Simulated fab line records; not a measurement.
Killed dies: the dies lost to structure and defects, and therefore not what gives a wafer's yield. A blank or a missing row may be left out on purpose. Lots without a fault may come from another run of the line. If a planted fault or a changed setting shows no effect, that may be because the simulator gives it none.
Chamber matching    flow nandHarc    NHARC_A_CONTACT_DEP_58 on pecvd-01: 3 sister chambers
The step deposits SiON, target thk 90 nm. 3 wafers are shown with their chamber, then 10 later ones without.

## WAFERS PAIRED WITH THEIR CHAMBERS
wafer   chamber  heaterPowerOuterW (W)
L088.6  0        464
L091.2  1        459
L091.4  2        446

## WAFERS MISSING THEIR CHAMBER
wafer   heaterPowerOuterW (W)
L091.5  487
L090.1  448
L090.2  482
L090.5  468
L096.2  458
L096.4  463
L096.6  470
L097.4  497
L097.5  460
L097.6  446

## WHICH CHAMBER EACH WENT THROUGH
wafer   from the rows above           in truth
L091.5  can't be placed: 0 or 1 or 2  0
L090.1  can't be placed: 2 or 1 or 0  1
L090.2  can't be placed: 0 or 1 or 2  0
L090.5  can't be placed: 0 or 1 or 2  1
L096.2  can't be placed: 1 or 0 or 2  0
L096.4  can't be placed: 0 or 1 or 2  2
L096.6  can't be placed: 0 or 1 or 2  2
L097.4  can't be placed: 0 or 1 or 2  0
L097.5  can't be placed: 1 or 0 or 2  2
L097.6  can't be placed: 2 or 1 or 0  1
Correctly placed: 0 of 10. Can't be placed from these rows: 10 (the true chamber is among the candidates in 10). Number placed wrongly: 0.
How it was worked out, from the rows above alone: a wafer's distance from a chamber is the root of the sum, over the readings, of the square of ((its reading less the chamber's mean) divided by the reading's scatter). The wafer belongs to the nearest chamber; if the next one is less than 2 further off, it can't be placed. For every chamber, the mean is computed from those of its wafers that are shown. The scatter: root of mean squared gap, hidden wafer to nearest shown wafer, with one shown wafer a chamber.
